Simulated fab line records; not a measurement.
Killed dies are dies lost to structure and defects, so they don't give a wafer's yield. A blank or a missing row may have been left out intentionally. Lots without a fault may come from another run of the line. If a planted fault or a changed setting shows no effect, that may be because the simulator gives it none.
fab line records / flow n5-finfet / part 2 of 2: steps 25 to 34 of 34
record lots=5 wafers=15 last-day=17
route steps=1938 shown BEOL_M10@1518 BEOL_M11@1536
lots untouched by any fault: they come from a run of this same line in which no faults occurred
start-h: hours from the record's first day to the start of the lot's first wafer shown / wait-h: hours elapsed since this lot's preceding step / " as in the row above / L1.1+2: one row covering several wafers at once / - either no value or no given start / * or withheld: withheld / < > ~ a bound
route shown NAME@n: a module of which the file shows steps, and the number in the route of the first / usual: average and standard deviation across the fault-free wafers / same: alike in all rows / chamber/n: place in a boat / sites: readings site by site / _std_site: their standard deviation / _edge_site: mean of outer sites minus mean of inner sites / radius-mm: how far each site lies from the wafer's centre / mask NAME#n: copy n / behind: the last tool/chamber to shape the wafer / hold: why the lot went on hold/how many hours it stayed there/how the hold came to an end / device: which transistor (n, p or np) failed to switch / end of line: at the end of the route, the tests of the same wafers / where a step has no rows: the recipe by itself / killed: at the first sort, the dies lost to defects and structure; wafer yield is something else / map: the dies of a wafer, with x for killed, . for not killed, _ for no die there
set.NAME: the setting that was run; set.NAME@STEP: the one run at that earlier step / model.NAME: the simulator's own value behind a step, which no gauge read
lots at selected steps of the route; one table per step, one row per wafer
services: from which hour (start-h, from the record's first day; less than 0 if before it) a tool's chamber was out of use, for how many hours, and why
## steps
# step N5_BEOL_M11_COAT_60
# recipe resist=SiARC temp-c=220 time-s=60 spin-rpm=1500 resist-thk-nm=30
# usual resist-line-temp-C=23.01/0.1
lot.wafer=L074.1 tool=litho-track-04 chamber=0 start-h=- wait-h=- resist-line-temp-C=22.96
lot.wafer=L074.2 tool=litho-track-04 chamber=0 start-h=- wait-h=- resist-line-temp-C=22.86
lot.wafer=L074.4 tool=litho-track-04 chamber=0 start-h=- wait-h=- resist-line-temp-C=22.93
lot.wafer=L083.1 tool=litho-track-04 chamber=0 start-h=- wait-h=- resist-line-temp-C=22.92
lot.wafer=L083.2 tool=litho-track-04 chamber=0 start-h=- wait-h=- resist-line-temp-C=22.82
lot.wafer=L083.4 tool=litho-track-04 chamber=0 start-h=- wait-h=- resist-line-temp-C=22.94
lot.wafer=L084.1 tool=litho-track-02 chamber=0 start-h=- wait-h=- resist-line-temp-C=23.12
lot.wafer=L084.4 tool=litho-track-02 chamber=0 start-h=- wait-h=- resist-line-temp-C=23.03
lot.wafer=L084.6 tool=litho-track-02 chamber=0 start-h=- wait-h=- resist-line-temp-C=22.95
lot.wafer=L092.2 tool=litho-track-04 chamber=0 start-h=- wait-h=- resist-line-temp-C=23.09
lot.wafer=L092.3 tool=litho-track-04 chamber=0 start-h=- wait-h=- resist-line-temp-C=22.98
lot.wafer=L092.5 tool=litho-track-04 chamber=0 start-h=- wait-h=- resist-line-temp-C=23.16
lot.wafer=L093.3 tool=litho-track-02 chamber=0 start-h=- wait-h=- resist-line-temp-C=23.25
lot.wafer=L093.5 tool=litho-track-02 chamber=0 start-h=- wait-h=- resist-line-temp-C=23.15
lot.wafer=L093.6 tool=litho-track-02 chamber=0 start-h=- wait-h=- resist-line-temp-C=23.09
# step N5_BEOL_M11_COAT_05
# recipe resist=CAR-ArF spin-rpm=1500 resist-thk-nm=90
# usual resist-line-temp-C=23.01/0.11
lot.wafer=L074.1 tool=litho-track-04 chamber=0 start-h=- wait-h=- resist-line-temp-C=22.97
lot.wafer=L074.2 tool=litho-track-04 chamber=0 start-h=- wait-h=- resist-line-temp-C=22.93
lot.wafer=L074.4 tool=litho-track-04 chamber=0 start-h=- wait-h=- resist-line-temp-C=23.08
lot.wafer=L083.1 tool=litho-track-04 chamber=0 start-h=- wait-h=- resist-line-temp-C=23.10
lot.wafer=L083.2 tool=litho-track-04 chamber=0 start-h=- wait-h=- resist-line-temp-C=23.19
lot.wafer=L083.4 tool=litho-track-04 chamber=0 start-h=- wait-h=- resist-line-temp-C=23.09
lot.wafer=L084.1 tool=litho-track-02 chamber=0 start-h=- wait-h=- resist-line-temp-C=23.03
lot.wafer=L084.4 tool=litho-track-02 chamber=0 start-h=- wait-h=- resist-line-temp-C=23.07
lot.wafer=L084.6 tool=litho-track-02 chamber=0 start-h=- wait-h=- resist-line-temp-C=22.96
lot.wafer=L092.2 tool=litho-track-04 chamber=0 start-h=- wait-h=- resist-line-temp-C=23.20
lot.wafer=L092.3 tool=litho-track-04 chamber=0 start-h=- wait-h=- resist-line-temp-C=23.16
lot.wafer=L092.5 tool=litho-track-04 chamber=0 start-h=- wait-h=- resist-line-temp-C=23.20
lot.wafer=L093.3 tool=litho-track-02 chamber=0 start-h=- wait-h=- resist-line-temp-C=23.15
lot.wafer=L093.5 tool=litho-track-02 chamber=0 start-h=- wait-h=- resist-line-temp-C=23.06
lot.wafer=L093.6 tool=litho-track-02 chamber=0 start-h=- wait-h=- resist-line-temp-C=23.11
# step N5_BEOL_M11_EBR_07
# recipe solvent=PGMEA ebr-width-mm=1.5
# usual resist-line-temp-C=23.00/0.12
lot.wafer=L074.1 tool=litho-track-04 chamber=0 start-h=- wait-h=- resist-line-temp-C=23.05
lot.wafer=L074.2 tool=litho-track-04 chamber=0 start-h=- wait-h=- resist-line-temp-C=23.05
lot.wafer=L074.4 tool=litho-track-04 chamber=0 start-h=- wait-h=- resist-line-temp-C=22.82
lot.wafer=L083.1 tool=litho-track-04 chamber=0 start-h=- wait-h=- resist-line-temp-C=23.15
lot.wafer=L083.2 tool=litho-track-04 chamber=0 start-h=- wait-h=- resist-line-temp-C=23.11
lot.wafer=L083.4 tool=litho-track-04 chamber=0 start-h=- wait-h=- resist-line-temp-C=22.94
lot.wafer=L084.1 tool=litho-track-02 chamber=0 start-h=- wait-h=- resist-line-temp-C=23.14
lot.wafer=L084.4 tool=litho-track-02 chamber=0 start-h=- wait-h=- resist-line-temp-C=23.21
lot.wafer=L084.6 tool=litho-track-02 chamber=0 start-h=- wait-h=- resist-line-temp-C=22.97
lot.wafer=L092.2 tool=litho-track-04 chamber=0 start-h=- wait-h=- resist-line-temp-C=23.15
lot.wafer=L092.3 tool=litho-track-04 chamber=0 start-h=- wait-h=- resist-line-temp-C=22.94
lot.wafer=L092.5 tool=litho-track-04 chamber=0 start-h=- wait-h=- resist-line-temp-C=22.91
lot.wafer=L093.3 tool=litho-track-02 chamber=0 start-h=- wait-h=- resist-line-temp-C=23.07
lot.wafer=L093.5 tool=litho-track-02 chamber=0 start-h=- wait-h=- resist-line-temp-C=22.86
lot.wafer=L093.6 tool=litho-track-02 chamber=0 start-h=- wait-h=- resist-line-temp-C=23.10
# step N5_BEOL_M11_SOFTBAKE_06
# recipe temp-c=110 time-s=60 resist=CAR-ArF
# usual resist-line-temp-C=22.98/0.12
lot.wafer=L074.1 tool=litho-track-04 chamber=0 start-h=- wait-h=- resist-line-temp-C=22.89
lot.wafer=L074.2 tool=litho-track-04 chamber=0 start-h=- wait-h=- resist-line-temp-C=22.97
lot.wafer=L074.4 tool=litho-track-04 chamber=0 start-h=- wait-h=- resist-line-temp-C=23.00
lot.wafer=L083.1 tool=litho-track-04 chamber=0 start-h=- wait-h=- resist-line-temp-C=23.17
lot.wafer=L083.2 tool=litho-track-04 chamber=0 start-h=- wait-h=- resist-line-temp-C=23.29
lot.wafer=L083.4 tool=litho-track-04 chamber=0 start-h=- wait-h=- resist-line-temp-C=23.08
lot.wafer=L084.1 tool=litho-track-02 chamber=0 start-h=- wait-h=- resist-line-temp-C=23.01
lot.wafer=L084.4 tool=litho-track-02 chamber=0 start-h=- wait-h=- resist-line-temp-C=22.85
lot.wafer=L084.6 tool=litho-track-02 chamber=0 start-h=- wait-h=- resist-line-temp-C=22.86
lot.wafer=L092.2 tool=litho-track-04 chamber=0 start-h=- wait-h=- resist-line-temp-C=23.03
lot.wafer=L092.3 tool=litho-track-04 chamber=0 start-h=- wait-h=- resist-line-temp-C=22.93
lot.wafer=L092.5 tool=litho-track-04 chamber=0 start-h=- wait-h=- resist-line-temp-C=23.01
lot.wafer=L093.3 tool=litho-track-02 chamber=0 start-h=- wait-h=- resist-line-temp-C=23.03
lot.wafer=L093.5 tool=litho-track-02 chamber=0 start-h=- wait-h=- resist-line-temp-C=23.14
lot.wafer=L093.6 tool=litho-track-02 chamber=0 start-h=- wait-h=- resist-line-temp-C=23.04
# step N5_BEOL_M11_EXPOSE_08
# recipe mask-id=M11 na=1.35 source-shape=dipole sigma-inner=0.411 sigma-outer=0.611 polarization=te dose-mj=53.75
lot.wafer=L074.1+2+4 tool=arfi-scanner-03 chamber=0 start-h=254.40 wait-h=- mask=M11#0
lot.wafer=L083.1+2+4 tool=arfi-scanner-03 chamber=0 start-h=279.42 wait-h=- mask=M11#0
lot.wafer=L084.1+4+6 tool=arfi-scanner-02 chamber=0 start-h=310.97 wait-h=- mask=M11#0
lot.wafer=L092.2+3+5 tool=arfi-scanner-03 chamber=0 start-h=344.81 wait-h=- mask=M11#0
lot.wafer=L093.3+5+6 tool=arfi-scanner-03 chamber=0 start-h=358.57 wait-h=- mask=M11#0
# step N5_BEOL_M11_PEB_09
# recipe peb-temp-c=withheld peb-time-s=60 resist=CAR-ArF
# usual resist-line-temp-C=23.01/0.12
lot.wafer=L074.1 tool=litho-track-04 chamber=0 start-h=254.46 wait-h=0.1 resist-line-temp-C=22.95
lot.wafer=L074.2 tool=litho-track-04 chamber=0 start-h=254.46 wait-h=0.1 resist-line-temp-C=22.82
lot.wafer=L074.4 tool=litho-track-04 chamber=0 start-h=254.46 wait-h=0.1 resist-line-temp-C=22.84
lot.wafer=L083.1 tool=litho-track-05 chamber=0 start-h=279.47 wait-h=0.1 resist-line-temp-C=22.98
lot.wafer=L083.2 tool=litho-track-05 chamber=0 start-h=279.47 wait-h=0.1 resist-line-temp-C=23.03
lot.wafer=L083.4 tool=litho-track-05 chamber=0 start-h=279.47 wait-h=0.1 resist-line-temp-C=23.02
lot.wafer=L084.1 tool=litho-track-04 chamber=0 start-h=311.03 wait-h=0.1 resist-line-temp-C=23.10
lot.wafer=L084.4 tool=litho-track-04 chamber=0 start-h=311.03 wait-h=0.1 resist-line-temp-C=23.22
lot.wafer=L084.6 tool=litho-track-04 chamber=0 start-h=311.03 wait-h=0.1 resist-line-temp-C=23.24
lot.wafer=L092.2 tool=litho-track-04 chamber=0 start-h=344.87 wait-h=0.0 resist-line-temp-C=22.93
lot.wafer=L092.3 tool=litho-track-04 chamber=0 start-h=344.87 wait-h=0.0 resist-line-temp-C=23.00
lot.wafer=L092.5 tool=litho-track-04 chamber=0 start-h=344.87 wait-h=0.0 resist-line-temp-C=23.10
lot.wafer=L093.3 tool=litho-track-05 chamber=0 start-h=358.62 wait-h=0.0 resist-line-temp-C=23.09
lot.wafer=L093.5 tool=litho-track-05 chamber=0 start-h=358.62 wait-h=0.0 resist-line-temp-C=23.07
lot.wafer=L093.6 tool=litho-track-05 chamber=0 start-h=358.62 wait-h=0.0 resist-line-temp-C=23.23
# step N5_BEOL_M11_DEVELOP_10
# recipe develop-time-s=30 developer=TMAH resist=CAR-ArF rinse-liquid=diw dry=air-spin dev-temp-c=23
# usual developer-temp-C=22.99/0.11 resist-line-temp-C=23.02/0.088
lot.wafer=L074.1 tool=litho-track-04 chamber=0 start-h=- wait-h=- developer-temp-C=22.87 resist-line-temp-C=23.02
lot.wafer=L074.2 tool=litho-track-04 chamber=0 start-h=- wait-h=- developer-temp-C=22.95 resist-line-temp-C=22.94
lot.wafer=L074.4 tool=litho-track-04 chamber=0 start-h=- wait-h=- developer-temp-C=22.95 resist-line-temp-C=23.14
lot.wafer=L083.1 tool=litho-track-05 chamber=0 start-h=- wait-h=- developer-temp-C=22.83 resist-line-temp-C=22.93
lot.wafer=L083.2 tool=litho-track-05 chamber=0 start-h=- wait-h=- developer-temp-C=22.93 resist-line-temp-C=23.01
lot.wafer=L083.4 tool=litho-track-05 chamber=0 start-h=- wait-h=- developer-temp-C=22.85 resist-line-temp-C=22.98
lot.wafer=L084.1 tool=litho-track-04 chamber=0 start-h=- wait-h=- developer-temp-C=23.16 resist-line-temp-C=23.09
lot.wafer=L084.4 tool=litho-track-04 chamber=0 start-h=- wait-h=- developer-temp-C=23.13 resist-line-temp-C=23.09
lot.wafer=L084.6 tool=litho-track-04 chamber=0 start-h=- wait-h=- developer-temp-C=23.27 resist-line-temp-C=23.04
lot.wafer=L092.2 tool=litho-track-04 chamber=0 start-h=- wait-h=- developer-temp-C=22.99 resist-line-temp-C=22.96
lot.wafer=L092.3 tool=litho-track-04 chamber=0 start-h=- wait-h=- developer-temp-C=23.06 resist-line-temp-C=23.07
lot.wafer=L092.5 tool=litho-track-04 chamber=0 start-h=- wait-h=- developer-temp-C=22.97 resist-line-temp-C=23.03
lot.wafer=L093.3 tool=litho-track-05 chamber=0 start-h=- wait-h=- developer-temp-C=22.94 resist-line-temp-C=23.23
lot.wafer=L093.5 tool=litho-track-05 chamber=0 start-h=- wait-h=- developer-temp-C=22.87 resist-line-temp-C=23.13
lot.wafer=L093.6 tool=litho-track-05 chamber=0 start-h=- wait-h=- developer-temp-C=22.91 resist-line-temp-C=23.15
# step N5_BEOL_M11_CD_MEAS_11
# recipe target-cd-nm=64.1 landing-energy-ev=500 detector=se-inlens polarity=opening
# usual cd-nm=64.1/0.51
lot.wafer=L074.1 tool=cd-sem-02 chamber=0 start-h=254.53 wait-h=- cd-nm=65.5
lot.wafer=L074.2 tool=cd-sem-02 chamber=0 start-h=254.53 wait-h=- cd-nm=65.1
lot.wafer=L074.4 tool=cd-sem-02 chamber=0 start-h=254.53 wait-h=- cd-nm=64.6
lot.wafer=L083.1 tool=cd-sem-02 chamber=0 start-h=279.54 wait-h=- cd-nm=63.9
lot.wafer=L083.2 tool=cd-sem-02 chamber=0 start-h=279.54 wait-h=- cd-nm=64.7
lot.wafer=L083.4 tool=cd-sem-02 chamber=0 start-h=279.54 wait-h=- cd-nm=64.9
lot.wafer=L084.1 tool=cd-sem-02 chamber=0 start-h=311.10 wait-h=- cd-nm=64.1
lot.wafer=L084.4 tool=cd-sem-02 chamber=0 start-h=311.10 wait-h=- cd-nm=63.9
lot.wafer=L084.6 tool=cd-sem-02 chamber=0 start-h=311.10 wait-h=- cd-nm=64.0
lot.wafer=L092.2 tool=cd-sem-03 chamber=0 start-h=344.94 wait-h=- cd-nm=64.3
lot.wafer=L092.3 tool=cd-sem-03 chamber=0 start-h=344.94 wait-h=- cd-nm=64.8
lot.wafer=L092.5 tool=cd-sem-03 chamber=0 start-h=344.94 wait-h=- cd-nm=64.3
lot.wafer=L093.3 tool=cd-sem-03 chamber=0 start-h=358.69 wait-h=- cd-nm=64.6
lot.wafer=L093.5 tool=cd-sem-03 chamber=0 start-h=358.69 wait-h=- cd-nm=64.0
lot.wafer=L093.6 tool=cd-sem-03 chamber=0 start-h=358.69 wait-h=- cd-nm=64.2
# step N5_BEOL_M11_OVL_MEAS_12
# recipe points-per-wafer=44
# usual M11_OVL=0.3/0.78
lot.wafer=L074.1 tool=overlay-01 chamber=0 start-h=254.59 wait-h=0.1 M11_OVL[nm]=0.6
lot.wafer=L074.2 tool=overlay-01 chamber=0 start-h=254.59 wait-h=0.1 M11_OVL[nm]=-0.2
lot.wafer=L074.4 tool=overlay-01 chamber=0 start-h=254.59 wait-h=0.1 M11_OVL[nm]=-1.2
lot.wafer=L083.1 tool=overlay-01 chamber=0 start-h=279.57 wait-h=0.0 M11_OVL[nm]=1.8
lot.wafer=L083.2 tool=overlay-01 chamber=0 start-h=279.57 wait-h=0.0 M11_OVL[nm]=0.6
lot.wafer=L083.4 tool=overlay-01 chamber=0 start-h=279.57 wait-h=0.0 M11_OVL[nm]=1.1
lot.wafer=L084.1 tool=overlay-02 chamber=0 start-h=311.13 wait-h=0.0 M11_OVL[nm]=0.7
lot.wafer=L084.4 tool=overlay-02 chamber=0 start-h=311.13 wait-h=0.0 M11_OVL[nm]=0.7
lot.wafer=L084.6 tool=overlay-02 chamber=0 start-h=311.13 wait-h=0.0 M11_OVL[nm]=0.7
lot.wafer=L092.2 tool=overlay-01 chamber=0 start-h=344.96 wait-h=0.0 M11_OVL[nm]=0.7
lot.wafer=L092.3 tool=overlay-01 chamber=0 start-h=344.96 wait-h=0.0 M11_OVL[nm]=-0.7
lot.wafer=L092.5 tool=overlay-01 chamber=0 start-h=344.96 wait-h=0.0 M11_OVL[nm]=-1.6
lot.wafer=L093.3 tool=overlay-02 chamber=0 start-h=358.72 wait-h=0.0 M11_OVL[nm]=0.7
lot.wafer=L093.5 tool=overlay-02 chamber=0 start-h=358.72 wait-h=0.0 M11_OVL[nm]=0.5
lot.wafer=L093.6 tool=overlay-02 chamber=0 start-h=358.72 wait-h=0.0 M11_OVL[nm]=-0.2
# step N5_BEOL_M11_INSPECT_13
# recipe mode=adi inspect-instrument=brightfield
# usual raw-defect-count=475/110
lot.wafer=L074.1 tool=defect-inspect-01 chamber=- start-h=254.62 wait-h=0.0 raw-defect-count=532
lot.wafer=L074.2 tool=defect-inspect-01 chamber=- start-h=254.62 wait-h=0.0 raw-defect-count=303
lot.wafer=L074.4 tool=defect-inspect-01 chamber=- start-h=254.62 wait-h=0.0 raw-defect-count=502
lot.wafer=L083.1 tool=defect-inspect-01 chamber=- start-h=279.60 wait-h=0.0 raw-defect-count=565
lot.wafer=L083.2 tool=defect-inspect-01 chamber=- start-h=279.60 wait-h=0.0 raw-defect-count=624
lot.wafer=L083.4 tool=defect-inspect-01 chamber=- start-h=279.60 wait-h=0.0 raw-defect-count=422
lot.wafer=L084.1 tool=defect-inspect-01 chamber=- start-h=311.15 wait-h=0.0 raw-defect-count=453
lot.wafer=L084.4 tool=defect-inspect-01 chamber=- start-h=311.15 wait-h=0.0 raw-defect-count=435
lot.wafer=L084.6 tool=defect-inspect-01 chamber=- start-h=311.15 wait-h=0.0 raw-defect-count=291
lot.wafer=L092.2 tool=defect-inspect-01 chamber=- start-h=344.99 wait-h=0.0 raw-defect-count=524
lot.wafer=L092.3 tool=defect-inspect-01 chamber=- start-h=344.99 wait-h=0.0 raw-defect-count=547
lot.wafer=L092.5 tool=defect-inspect-01 chamber=- start-h=344.99 wait-h=0.0 raw-defect-count=468
lot.wafer=L093.3 tool=defect-inspect-02 chamber=- start-h=358.74 wait-h=0.0 raw-defect-count=389
lot.wafer=L093.5 tool=defect-inspect-02 chamber=- start-h=358.74 wait-h=0.0 raw-defect-count=492
lot.wafer=L093.6 tool=defect-inspect-02 chamber=- start-h=358.74 wait-h=0.0 raw-defect-count=417
## services
tool=arfi-scanner-03 chamber=- start-h=230.17 hours=9.7 kind=repair
tool=uv-cure-01 chamber=- start-h=230.28 hours=7.5 kind=pm
tool=arfi-scanner-03 chamber=- start-h=239.90 hours=1.0 kind=pm
tool=arfi-scanner-03 chamber=- start-h=240.90 hours=3.9 kind=pm
tool=uv-cure-02 chamber=- start-h=241.75 hours=0.9 kind=repair
tool=ald-metal-01 chamber=- start-h=243.15 hours=0.7 kind=repair
tool=ald-metal-02 chamber=1 start-h=248.98 hours=6.2 kind=repair
tool=cvd-co-01 chamber=- start-h=255.69 hours=0.6 kind=repair
tool=pecvd-01 chamber=- start-h=256.66 hours=1.3 kind=repair
tool=cmp-03 chamber=- start-h=263.43 hours=1.4 kind=repair
tool=ecd-cu-01 chamber=- start-h=267.14 hours=8.7 kind=pm
tool=ecd-cu-01 chamber=- start-h=282.23 hours=1.5 kind=repair
tool=cmp-03 chamber=- start-h=286.11 hours=1.6 kind=repair
tool=arfi-scanner-03 chamber=- start-h=286.60 hours=0.3 kind=repair
tool=uv-cure-01 chamber=- start-h=290.49 hours=2.1 kind=pm
tool=pecvd-01 chamber=2 start-h=293.32 hours=26.4 kind=repair
tool=arfi-scanner-03 chamber=- start-h=294.10 hours=1.3 kind=repair
tool=cvd-co-02 chamber=- start-h=303.82 hours=0.4 kind=repair
tool=pvd-sputter-01 chamber=- start-h=312.40 hours=8.6 kind=repair
tool=cmp-03 chamber=- start-h=312.96 hours=3.8 kind=pm
tool=arfi-scanner-03 chamber=- start-h=313.40 hours=1.0 kind=pm
tool=arfi-scanner-03 chamber=- start-h=335.02 hours=1.0 kind=repair
tool=pecvd-01 chamber=- start-h=340.65 hours=9.4 kind=repair
tool=arfi-scanner-03 chamber=- start-h=341.15 hours=1.3 kind=pm
